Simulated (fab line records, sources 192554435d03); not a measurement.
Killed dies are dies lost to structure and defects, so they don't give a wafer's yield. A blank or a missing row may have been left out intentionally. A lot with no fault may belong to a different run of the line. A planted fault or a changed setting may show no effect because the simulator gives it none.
fab line records	flow n5_finfet
record lots=4	wafers=12	last_day=17
route steps=1938 shown BEOL_M4@1099 BEOL_M5@1112 BEOL_M15@1824 PASSIVATION@1936
lots untouched by any fault: they come from a run of this same line in which no faults occurred
start_h: the number of hours between the record's first day and the start of the first shown wafer of the lot	wait_h: time in hours since the lot's previous step	" unchanged from the row above	L1.1+2: a single row standing in for several wafers	- either no value or no given start	* or withheld: withheld	< > ~ a bound
route shown NAME@n: NAME is a module with steps in the file, n the number in the route of the first one	usual: mean and standard deviation over wafers with no fault	same: alike in all rows	chamber/n: place in a boat	sites: the reading at each site	_std_site: standard deviation across them	_edge_site: the outer-site mean with the inner-site mean subtracted	radius_mm: how far each site lies from the wafer's centre	mask NAME#n: copy n	behind: tool/chamber where the wafer was last shaped	hold: why the lot was held/for how many hours/how that ended	device: which transistor (n, p or np) failed to switch	end of line: at the end of the route, the tests of the same wafers	for a step that has no rows: nothing shown but its recipe	killed: the dies lost at the first sort to structure and to defects; this is not the yield of the wafer	map: a wafer's dies, marking killed ones x, the rest . and places with no die _
set.NAME: the setting as run; set.NAME@STEP: as run at that earlier step	model.NAME: the simulator's own value behind a step, which no gauge read
lots at some steps of the route; a table a step, a row a wafer
services: when a tool's chamber went out of use (start_h, in hours from the record's first day, below 0 if earlier), for how many hours, and the reason
## steps
# step N5_BEOL_M4_ANNEAL_95
# recipe temp_c=400	time_s=240	ambient=vacuum
# step N5_BEOL_M4_SPUTTER_96
# recipe material=Cu	target_thk_a=45	temp_c=-20	chamber_pressure_pa=0.07	power_w=withheld	time_s=8.29
# step N5_BEOL_M4_ECD_50
# recipe material=Cu	target_thk_a=3000
# step N5_BEOL_M4_ANNEAL_51
# recipe temp_c=225	time_s=90	ambient=N2
# step N5_BEOL_M4_CMP_52
# recipe stop_on=SiOC	t_overpolish_s=6.8	down_force_psi=1	platen_rpm=50	clearing_platen_down_force_psi=1.5	clearing_platen_rpm=50	post_cmp_clean=cu_alkaline	target_thk_nm=40	clearing_platen_pad_velocity_m_s=0.99484	pad_velocity_m_s=0.99484
# step N5_BEOL_M4_PRE_CLEAN_60
# recipe gas=NH3/H2	time_s=15	temp_c=*	rf_power_w=300
# step N5_BEOL_M4_CO_CAP_55
# recipe material=Co	target_thk_a=20	temp_c=200	precursor=CCTBA/H2	pressure_torr=30	time_s=102.1
# step N5_BEOL_M4_PRE_CLEAN_56
# recipe gas=NH3	time_s=15	temp_c=withheld	rf_power_w=300
# step N5_BEOL_M4_DEP_57
# recipe material=SiCN	target_thk_a=80	temp_c=withheld	precursor=3MS/NH3	pressure_torr=3	rf_w=202	time_s=14
# step N5_BEOL_M4_RC_MEAS_101
# usual DIBL_N=37.5/2	DIBL_P=37.5/2.5	IOFF_N=0.18/0.042	IOFF_P=0.24/0.046	ION_N=677/15	ION_P=464/9.5	SS_N=72.0/0.76	SS_P=73.6/0.79	VT_N=249/3.5	VT_P=-249/3.2
lot.wafer	tool	chamber	start_h	wait_h	DIBL_N[mV/V]	DIBL_P[mV/V]	IOFF_N[nA/um]	IOFF_P[nA/um]	ION_N[uA/um]	ION_P[uA/um]	SS_N[mV/dec]	SS_P[mV/dec]	VT_N[mV]	VT_P[mV]
L554.2	prober-01	0	225.04	0.2	40.0	42.0	0.24	0.31	682	461	72.6	75.7	247	-248
L554.5	"	0	"	"	37.6	39.6	0.19	0.26	683	468	71.8	73.9	250	-248
L554.6	"	0	"	"	38.4	39.7	0.24	0.28	680	467	72.7	75.1	249	-246
L555.3	prober-01	0	228.52	0.3	37.1	39.9	0.19	0.23	687	469	72.2	73.7	250	-249
L555.4	"	0	"	"	36.6	39.2	0.17	0.24	644	444	72.4	75.0	255	-252
L555.5	"	0	"	"	38.6	40.8	0.21	0.24	695	468	72.7	74.7	247	-250
L564.1	prober-01	0	290.49	0.0	38.4	36.7	0.21	0.25	700	471	72.7	73.4	246	-247
L564.4	"	0	"	"	37.5	37.2	0.20	0.26	697	478	72.6	73.3	245	-246
L564.6	"	0	"	"	37.0	36.1	0.19	0.25	688	473	71.2	73.6	245	-247
L567.2	prober-02	0	307.21	0.2	38.2	38.8	0.21	0.24	712	479	72.3	73.4	244	-250
L567.4	"	0	"	"	34.5	35.0	0.14	0.19	678	470	70.9	72.2	249	-250
L567.5	"	0	"	"	39.4	39.4	0.23	0.24	684	466	73.2	74.1	246	-249
# step N5_BEOL_M5_ILD_DEP_00
# recipe material=SiCOH_lowk	target_thk_a=1406.4	temp_c=300	precursor=DEMS/porogen	pressure_torr=5	rf_w=500	time_s=25.9
# step N5_BEOL_M5_CURE_79
# recipe temp_c=385	time_s=240	ambient=He/Ar	material=SiCOH_lowk
# step N5_BEOL_M5_PECVD_70
# recipe material=SiO2	target_thk_a=160	temp_c=400	precursor=TEOS/O2	pressure_torr=5.5	rf_w=450	teos_flow_sccm=53.8	gas=O2	flow_sccm=3000	time_s=18
# step N5_BEOL_M5_HM_DEP_02
# recipe material=TiN	target_thk_a=200	temp_c=25	chamber_pressure_pa=0.49996
# step N5_BEOL_M5_COAT_59
# recipe resist=SOC	temp_c=250	time_s=60	spin_rpm=1500	resist_thk_nm=60
# step N5_BEOL_M5_COAT_60
# recipe resist=SiARC	temp_c=220	time_s=60	spin_rpm=1500	resist_thk_nm=12
# step N5_BEOL_M5_COAT_71
# recipe resist=underlayer	temp_c=205	time_s=60	spin_rpm=1500	resist_thk_nm=5
# step N5_BEOL_M5_COAT_05
# recipe resist=CAR-EUV	spin_rpm=1500	resist_thk_nm=30
# step N5_BEOL_M5_EBR_07
# recipe solvent=PGMEA	ebr_width_mm=1.5
# step N5_BEOL_M5_SOFTBAKE_06
# recipe temp_c=110	time_s=60	resist=CAR-EUV
# step N5_BEOL_M5_EXPOSE_08
# recipe mask_id=M5	na=0.33	source_shape=annular	sigma_inner=0.4	sigma_outer=0.8	polarization=unpolarized	target_cd_nm=28	dose_mj=35.75
# step N5_BEOL_M5_PEB_09
# recipe peb_temp_c=100	peb_time_s=60	resist=CAR-EUV
# step N5_BEOL_M5_DEVELOP_10
# recipe develop_time_s=30	developer=TMAH	resist=CAR-EUV	rinse_liquid=surfactant_rinse	dry=air_spin	dev_temp_c=23
# step N5_BEOL_M5_DESCUM_16
# recipe chemistry=O2	time_s=7	source_power_w=50	bias_power_w=20	pressure_mtorr=20	rf_frequency_hz=2.712e+07	temp_c=40	resist=CAR-EUV	o2_flow_sccm=225
# step N5_BEOL_M5_ETCH_72
# recipe chemistry=N2/H2	target=underlayer	target_depth_a=65	mask_material=CAR-EUV	time_s=5.2	ion_energy_ev=200	pressure_mtorr=30	source_w=840	bias_w=150	n2_flow_sccm=200	h2_flow_sccm=200	ends=cleared
# step N5_BEOL_M5_ETCH_61
# recipe chemistry=CF4	target=SiARC	target_depth_a=156	mask_material=CAR-EUV	time_s=26	ion_energy_ev=80	pressure_mtorr=40	source_w=545	bias_w=36	Ar_flow_sccm=100	cf4_flow_sccm=100	ends=cleared
# step N5_BEOL_M5_ETCH_62
# recipe chemistry=N2/H2	target=SOC	target_depth_a=750	overetch_a=150	mask_material=SiARC	temp_c=40	time_s=112.5	ion_energy_ev=200	pressure_mtorr=30	source_w=840	bias_w=150	n2_flow_sccm=200	h2_flow_sccm=200
# step N5_BEOL_M5_STRIP_63
# recipe chemistry=N2/H2	temp_c=40	n2_flow_sccm=200	h2_flow_sccm=200	rf_frequency_hz=6e+07
# step N5_BEOL_M5_STRIP_73
# recipe chemistry=N2/H2	temp_c=40	n2_flow_sccm=200	h2_flow_sccm=200	rf_frequency_hz=6e+07
# step N5_BEOL_M5_STRIP_64
# recipe chemistry=CF4	resist=SiARC	power_w=300	bias_power_w=75	pressure_mtorr=50	cf4_flow_sccm=150	rf_frequency_hz=6e+07
# step N5_BEOL_M5_HM_OPEN_17
# recipe chemistry=Cl2/BCl3	target_depth_a=200	overetch_a=60	target=TiN	mask_material=SOC	ion_energy_ev=150	pressure_mtorr=10	icp_w=1000	bias_w=126	Cl2_flow_sccm=53.25	bcl3_flow_sccm=21.75	Ar_flow_sccm=25
# step N5_BEOL_M5_STRIP_19
# recipe chemistry=O2	power_w=400	temp_c=40	pressure_mtorr=30	rf_frequency_hz=6e+07	bias_power_w=0	overash_fraction=0.2	o2_flow_sccm=225
# step N5_BEOL_M5_COAT_65
# recipe resist=SOC	temp_c=250	time_s=60	spin_rpm=1500	resist_thk_nm=60
# step N5_BEOL_M5_COAT_66
# recipe resist=SiARC	temp_c=220	time_s=60	spin_rpm=1500	resist_thk_nm=12
# step N5_BEOL_M15_CMP_49
# recipe stop_on=SiO2	t_overpolish_s=4.9	down_force_psi=2	platen_rpm=80	clearing_platen_down_force_psi=2	clearing_platen_rpm=80	post_cmp_clean=cu_alkaline	target_thk_nm=850	clearing_platen_pad_velocity_m_s=1.5917	pad_velocity_m_s=1.5917
# usual barrier_field_endpoint_s=11.3/0.33	clearing_platen_down_force_psi=2.001/0.004	edge_zone_pressure_frac=1.000/0.0053	head_pressure_psi=2.000/0.0046	motor_current_A=8.5/0.67	overpolish_run_s=4.899/0.0089
lot.wafer	tool	chamber	start_h	wait_h	barrier_field_endpoint_s	clearing_platen_down_force_psi	edge_zone_pressure_frac	head_pressure_psi	motor_current_A	overpolish_run_s	model.Cu_of_BEOL_M15_ECD_47.thk_nm
L555.4	cmp-03	2	308.79	0.2	-	-	-	-	-	-	1843
L555.3	"	3	"	"	-	-	-	-	-	-	1844
L555.5	"	1	"	"	-	-	-	-	-	-	1851
L554.2	cmp-02	0	312.26	0.3	-	-	-	-	-	-	1878
L554.6	"	1	"	"	-	-	-	-	-	-	1891
L554.5	"	2	"	"	-	-	-	-	-	-	1855
L564.1	cmp-03	0	376.86	0.3	10.9	2.000	1.000	1.998	8.3	4.897	871.4
L564.4	"	1	"	"	11.3	1.995	1.002	2.002	9.3	4.900	816.2
L564.6	"	0	"	"	11.0	2.005	0.996	1.996	7.9	4.903	842.4
L567.2	cmp-03	2	394.87	0.3	10.6	1.998	1.002	1.996	9.1	4.890	886.6
L567.4	"	3	"	"	11.3	2.000	1.007	2.008	9.7	4.908	811
L567.5	"	2	"	"	10.9	1.998	0.995	2.000	8.9	4.898	853.6
# step N5_BEOL_M15_THK_MEAS_50
# recipe thk_meas_gauge=xrf	reads=Cu_of_BEOL_M15_ECD_47
# usual M15_THK=857/25
lot.wafer	tool	chamber	start_h	wait_h	M15_THK[nm]
L555.3	film_metro-02	-	309.02	0.1	1858
L555.4	"	-	"	"	1867
L555.5	"	-	"	"	1875
L554.2	film_metro-01	-	312.44	0.1	1922
L554.5	"	-	"	"	1901
L554.6	"	-	"	"	1942
L564.1	film_metro-02	-	377.12	-	874
L564.4	"	-	"	"	823
L564.6	"	-	"	"	851
L567.2	film_metro-01	-	395.13	-	900
L567.4	"	-	"	"	818
L567.5	"	-	"	"	866
# step N5_BEOL_M15_RS_MEAS_54
# recipe thk_meas_gauge=four-point-probe	reads=Cu_of_BEOL_M15_ECD_47+Ta_of_BEOL_M15_SPUTTER_44+TaN_of_BEOL_M15_SPUTTER_43
# usual M15_RS=0.0216/0.00062
lot.wafer	tool	chamber	start_h	wait_h	M15_RS[ohm/sq]
L555.3	film_metro-01	-	309.15	0.1	0.0093
L555.4	"	-	"	"	0.0094
L555.5	"	-	"	"	0.0093
L554.2	film_metro-02	-	312.57	0.1	0.0092
L554.5	"	-	"	"	0.0093
L554.6	"	-	"	"	0.0091
L564.1	film_metro-02	-	377.25	0.0	0.0210
L564.4	"	-	"	"	0.0224
L564.6	"	-	"	"	0.0218
L567.2	film_metro-01	-	395.26	0.1	0.0206
L567.4	"	-	"	"	0.0226
L567.5	"	-	"	"	0.0214
# step N5_BEOL_M15_INSPECT_55
# recipe inspect_instrument=darkfield	mode=post_dep
# usual raw_defect_count=69/21
lot.wafer	tool	chamber	start_h	wait_h	raw_defect_count
L555.3	defect_inspect-02	-	309.17	0.0	6447
L555.4	"	-	"	"	6485
L555.5	"	-	"	"	6367
L554.2	defect_inspect-02	-	312.59	0.0	6467
L554.5	"	-	"	"	6445
L554.6	"	-	"	"	6354
L564.1	defect_inspect-01	-	377.27	0.0	79
L564.4	"	-	"	"	52
L564.6	"	-	"	"	55
L567.2	defect_inspect-01	-	395.28	0.0	54
L567.4	"	-	"	"	76
L567.5	"	-	"	"	68
# step N5_PASSIVATION_PROBE_49
# usual defect_limited_yield=91.8/1.5	killed_at_M0_to_M3=33/11	killed_at_M4_up=13/5	killed_at_contacts=11/5.6	killed_at_front_end=36/12	killed_at_other=3.4/2.5	killed_dies=97/18	killed_on_rim=12/4.2	killed_open=64/13	killed_short=31/6.9	sort_bin_5_function=4.8/1	sort_bin_6_memory=3.1/0.64	sort_bin_8_speed=0.00/0.014	sort_n_pass=1083/18	sort_yield_pct=91.8/1.5
# same gross_dies=1180	killed_at_back_side=0	sort_bin_4_leakage[%]=0
lot.wafer	tool	chamber	start_h	wait_h	defect_limited_yield[%]	killed_at_M0_to_M3	killed_at_M4_up	killed_at_contacts	killed_at_front_end	killed_at_other	killed_dies	killed_on_rim	killed_open	killed_short	sort_bin_5_function[%]	sort_bin_6_memory[%]	sort_bin_8_speed[%]	sort_n_pass	sort_yield_pct[%]
L554.2	prober-01	-	325.50	0.1	0	34	1093	15	36	2	1180	152	68	32	5.3	3.1	0	0	0
L554.5	prober-01	-	325.65	0.2	0	36	1084	18	41	1	1180	152	68	43	5.7	3.3	0	0	0
L554.6	prober-01	-	325.70	0.3	0	19	1113	9	37	2	1180	152	64	24	4.0	3.4	0	0	0
L555.3	prober-01	-	327.84	0.4	0	42	1077	6	47	8	1180	152	87	42	6.9	3.7	0	0	0
L555.4	prober-01	-	327.89	0.5	0	27	1102	11	35	5	1180	152	56	39	4.8	3.1	0	0	0
L555.5	prober-01	-	327.94	0.5	0	29	1099	11	36	5	1180	152	57	33	4.2	3.3	0	0	0
L564.1	prober-02	-	393.78	0.0	94.0	15	9	18	26	3	71	3	49	21	3.7	2.0	0	1109	94.0
L564.4	prober-02	-	393.93	0.2	94.7	16	10	8	28	0	62	10	43	14	3.2	1.9	0	1118	94.7
L564.6	prober-02	-	394.03	0.3	93.1	32	9	2	38	1	82	13	53	24	3.1	3.2	0.08	1098	93.1
# killed by level:class
L554.2 BEOL_M15:area_cmp=1076 MOL_CONTACT_COAG:geometric_particle:open=12 FIN_SAQP:geometric_particle:open=11 BEOL_M0_SAQP:geometric_particle:open=8 BEOL_M0_SAQP:geometric_particle:short=7 BEOL_M2:geometric_particle:open=7 FIN_SAQP:geometric_particle:short=5 BEOL_M1:geometric_particle:open=5
L554.5 BEOL_M15:area_cmp=1067 STI_FIN_REVEAL:geometric_particle:open=14 MOL_CONTACT_COAG:geometric_particle:open=12 BEOL_M4:geometric_particle:open=11 BEOL_M0_SAQP:geometric_particle:short=10 BEOL_M3:geometric_particle:open=8 FIN_SAQP:geometric_particle:short=7 FIN_SAQP:geometric_particle:open=6
L554.6 BEOL_M15:area_cmp=1091 DUMMY_GATE:geometric_particle:open=8 MOL_CONTACT_COAG:geometric_particle:open=8 BEOL_M4:geometric_particle:open=8 FIN_SAQP:geometric_particle:open=7 BEOL_M1:geometric_particle:open=5 BEOL_M3:geometric_particle:open=5 STI_FIN_REVEAL:geometric_particle:open=4
L555.3 BEOL_M15:area_cmp=1050 BEOL_M3:geometric_particle:open=11 FIN_SAQP:geometric_particle:short=9 FIN_SAQP:geometric_particle:open=9 STI_FIN_REVEAL:geometric_particle:open=9 BEOL_M1:geometric_particle:open=8 BEOL_M0_SAQP:geometric_particle:open=7 BEOL_M4:geometric_particle:open=7
L555.4 BEOL_M15:area_cmp=1085 FIN_SAQP:geometric_particle:short=12 BEOL_M0_SAQP:geometric_particle:open=10 BEOL_M4:geometric_particle:open=8 STI_FIN_REVEAL:geometric_particle:open=6 MOL_CONTACT_COAG:geometric_particle:open=6 MOL_CONTACT_COAG:geometric_particle:short=5 BEOL_M0_SAQP:geometric_particle:short=5
L555.5 BEOL_M15:area_cmp=1090 STI_FIN_REVEAL:geometric_particle:open=12 MOL_CONTACT_COAG:geometric_particle:open=9 BEOL_M0_SAQP:geometric_particle:open=8 BEOL_M0_SAQP:geometric_particle:short=8 FIN_SAQP:geometric_particle:open=5 FIN_SAQP:geometric_particle:short=5 BEOL_M1:geometric_particle:open=4
L564.1 MOL_CONTACT_COAG:geometric_particle:open=15 STI_FIN_REVEAL:geometric_particle:open=13 BEOL_M1:geometric_particle:open=7 STI_FIN_REVEAL:geometric_particle:short=4 BEOL_M8:geometric_particle:open=4 MOL_CONTACT_COAG:geometric_particle:short=3 BEOL_M1:geometric_particle:short=3 STARTING-WAFER:geometric_particle:short=3
L564.4 STI_FIN_REVEAL:geometric_particle:open=12 BEOL_M1:geometric_particle:open=8 MOL_CONTACT_COAG:geometric_particle:open=6 FIN_SAQP:geometric_particle:short=4 BEOL_M6:geometric_particle:open=3 FIN_SAQP:geometric_particle:open=2 STI_FIN_REVEAL:geometric_particle:short=2 MOL_CONTACT_COAG:geometric_particle:short=2
L564.6 STI_FIN_REVEAL:geometric_particle:open=13 BEOL_M1:geometric_particle:open=10 DUMMY_GATE:geometric_particle:open=6 BEOL_M2:geometric_particle:open=6 BEOL_M0_SAQP:geometric_particle:short=5 BEOL_M1:geometric_particle:short=5 GATE_CUT:geometric_particle:open=3 FIN_SAQP:geometric_particle:open=2
# map L554.2 (x killed, . not)
_________________xxxxxxxxxxxx________________
______________xxxxxxxxxxxxxxxxxx_____________
___________xxxxxxxxxxxxxxxxxxxxxxxx__________
__________xxxxxxxxxxxxxxxxxxxxxxxxxx_________
________xxxxxxxxxxxxxxxxxxxxxxxxxxxxxx_______
_______xxxxxxxxxxxxxxxxxxxxxxxxxxxxxxxx______
______xxxxxxxxxxxxxxxxxxxxxxxxxxxxxxxxxx_____
_____xxxxxxxxxxxxxxxxxxxxxxxxxxxxxxxxxxxx____
____xxxxxxxxxxxxxxxxxxxxxxxxxxxxxxxxxxxxxx___
___xxxxxxxxxxxxxxxxxxxxxxxxxxxxxxxxxxxxxxxx__
___xxxxxxxxxxxxxxxxxxxxxxxxxxxxxxxxxxxxxxxx__
__xxxxxxxxxxxxxxxxxxxxxxxxxxxxxxxxxxxxxxxxxx_
__xxxxxxxxxxxxxxxxxxxxxxxxxxxxxxxxxxxxxxxxxx_
_xxxxxxxxxxxxxxxxxxxxxxxxxxxxxxxxxxxxxxxxxxxx
_xxxxxxxxxxxxxxxxxxxxxxxxxxxxxxxxxxxxxxxxxxxx
_xxxxxxxxxxxxxxxxxxxxxxxxxxxxxxxxxxxxxxxxxxxx
_xxxxxxxxxxxxxxxxxxxxxxxxxxxxxxxxxxxxxxxxxxxx
_xxxxxxxxxxxxxxxxxxxxxxxxxxxxxxxxxxxxxxxxxxxx
_xxxxxxxxxxxxxxxxxxxxxxxxxxxxxxxxxxxxxxxxxxxx
_xxxxxxxxxxxxxxxxxxxxxxxxxxxxxxxxxxxxxxxxxxxx
_xxxxxxxxxxxxxxxxxxxxxxxxxxxxxxxxxxxxxxxxxxxx
__xxxxxxxxxxxxxxxxxxxxxxxxxxxxxxxxxxxxxxxxxx_
__xxxxxxxxxxxxxxxxxxxxxxxxxxxxxxxxxxxxxxxxxx_
___xxxxxxxxxxxxxxxxxxxxxxxxxxxxxxxxxxxxxxxx__
___xxxxxxxxxxxxxxxxxxxxxxxxxxxxxxxxxxxxxxxx__
____xxxxxxxxxxxxxxxxxxxxxxxxxxxxxxxxxxxxxx___
_____xxxxxxxxxxxxxxxxxxxxxxxxxxxxxxxxxxxx____
______xxxxxxxxxxxxxxxxxxxxxxxxxxxxxxxxxx_____
_______xxxxxxxxxxxxxxxxxxxxxxxxxxxxxxxx______
________xxxxxxxxxxxxxxxxxxxxxxxxxxxxxx_______
__________xxxxxxxxxxxxxxxxxxxxxxxxxx_________
___________xxxxxxxxxxxxxxxxxxxxxxxx__________
______________xxxxxxxxxxxxxxxxxx_____________
_________________xxxxxxxxxxxx________________
# map L555.3 (x killed, . not)
_________________xxxxxxxxxxxx________________
______________xxxxxxxxxxxxxxxxxx_____________
___________xxxxxxxxxxxxxxxxxxxxxxxx__________
__________xxxxxxxxxxxxxxxxxxxxxxxxxx_________
________xxxxxxxxxxxxxxxxxxxxxxxxxxxxxx_______
_______xxxxxxxxxxxxxxxxxxxxxxxxxxxxxxxx______
______xxxxxxxxxxxxxxxxxxxxxxxxxxxxxxxxxx_____
_____xxxxxxxxxxxxxxxxxxxxxxxxxxxxxxxxxxxx____
____xxxxxxxxxxxxxxxxxxxxxxxxxxxxxxxxxxxxxx___
___xxxxxxxxxxxxxxxxxxxxxxxxxxxxxxxxxxxxxxxx__
___xxxxxxxxxxxxxxxxxxxxxxxxxxxxxxxxxxxxxxxx__
__xxxxxxxxxxxxxxxxxxxxxxxxxxxxxxxxxxxxxxxxxx_
__xxxxxxxxxxxxxxxxxxxxxxxxxxxxxxxxxxxxxxxxxx_
_xxxxxxxxxxxxxxxxxxxxxxxxxxxxxxxxxxxxxxxxxxxx
_xxxxxxxxxxxxxxxxxxxxxxxxxxxxxxxxxxxxxxxxxxxx
_xxxxxxxxxxxxxxxxxxxxxxxxxxxxxxxxxxxxxxxxxxxx
_xxxxxxxxxxxxxxxxxxxxxxxxxxxxxxxxxxxxxxxxxxxx
_xxxxxxxxxxxxxxxxxxxxxxxxxxxxxxxxxxxxxxxxxxxx
_xxxxxxxxxxxxxxxxxxxxxxxxxxxxxxxxxxxxxxxxxxxx
_xxxxxxxxxxxxxxxxxxxxxxxxxxxxxxxxxxxxxxxxxxxx
_xxxxxxxxxxxxxxxxxxxxxxxxxxxxxxxxxxxxxxxxxxxx
__xxxxxxxxxxxxxxxxxxxxxxxxxxxxxxxxxxxxxxxxxx_
__xxxxxxxxxxxxxxxxxxxxxxxxxxxxxxxxxxxxxxxxxx_
___xxxxxxxxxxxxxxxxxxxxxxxxxxxxxxxxxxxxxxxx__
___xxxxxxxxxxxxxxxxxxxxxxxxxxxxxxxxxxxxxxxx__
____xxxxxxxxxxxxxxxxxxxxxxxxxxxxxxxxxxxxxx___
_____xxxxxxxxxxxxxxxxxxxxxxxxxxxxxxxxxxxx____
______xxxxxxxxxxxxxxxxxxxxxxxxxxxxxxxxxx_____
_______xxxxxxxxxxxxxxxxxxxxxxxxxxxxxxxx______
________xxxxxxxxxxxxxxxxxxxxxxxxxxxxxx_______
__________xxxxxxxxxxxxxxxxxxxxxxxxxx_________
___________xxxxxxxxxxxxxxxxxxxxxxxx__________
______________xxxxxxxxxxxxxxxxxx_____________
_________________xxxxxxxxxxxx________________
## services
tool	chamber	start_h	hours	kind
cmp-02	-	286.12	25.1	repair
cmp-03	-	286.72	6.2	pm
cmp-02	-	331.59	0.3	repair
cmp-03	-	343.74	17.0	pm
cmp-02	-	354.33	4.0	pm
cmp-02	-	358.33	-	consumable_replace:conditioner
cmp-02	-	358.33	-	consumable_replace:pad
cmp-02	-	364.00	16.6	pm
cmp-02	-	387.58	2.9	repair
## key
first_sign step=N5_BEOL_M15_CMP_49	reading=tool_record	direction=missing
effect step=N5_BEOL_M15_THK_MEAS_50	reading=M15_THK	direction=up	sigmas=42	usual=857	struck=1894
effect step=N5_BEOL_M15_RS_MEAS_54	reading=M15_RS	direction=down	sigmas=20	usual=0.0216	struck=0.0093
effect step=N5_BEOL_M15_INSPECT_55	reading=raw_defect_count	direction=up	sigmas=99+	usual=69	struck=6428
effect step=N5_PASSIVATION_PROBE_49	reading=killed_at_M4_up	direction=up	sigmas=99+	usual=13	struck=1095
model_effect step=N5_BEOL_M15_CMP_49	value=Cu_of_BEOL_M15_ECD_47.thk_nm	without=854.1	struck=1860
more_kills_born_at N5_BEOL_M15_CMP_49@cmp-02=3234	N5_BEOL_M15_CMP_49@cmp-03=3225
met_at N5_BEOL_M15_CMP_49
struck_wafers L554.2,L554.5,L554.6,L555.3,L555.4,L555.5
later_rows_left_out L554.2,L554.5,L554.6,L555.3,L555.4,L555.5
fault kind=skipped_step_whole	tool=cmp-02,cmp-03	chamber=-	onset_h=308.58	steps=N5_BEOL_M15_CMP_49	scope=struck_lots_only
# later_rows_left_out: the simulator's readings of these wafers behind a module that went badly wrong aren't trusted and aren't shown, but for the sort
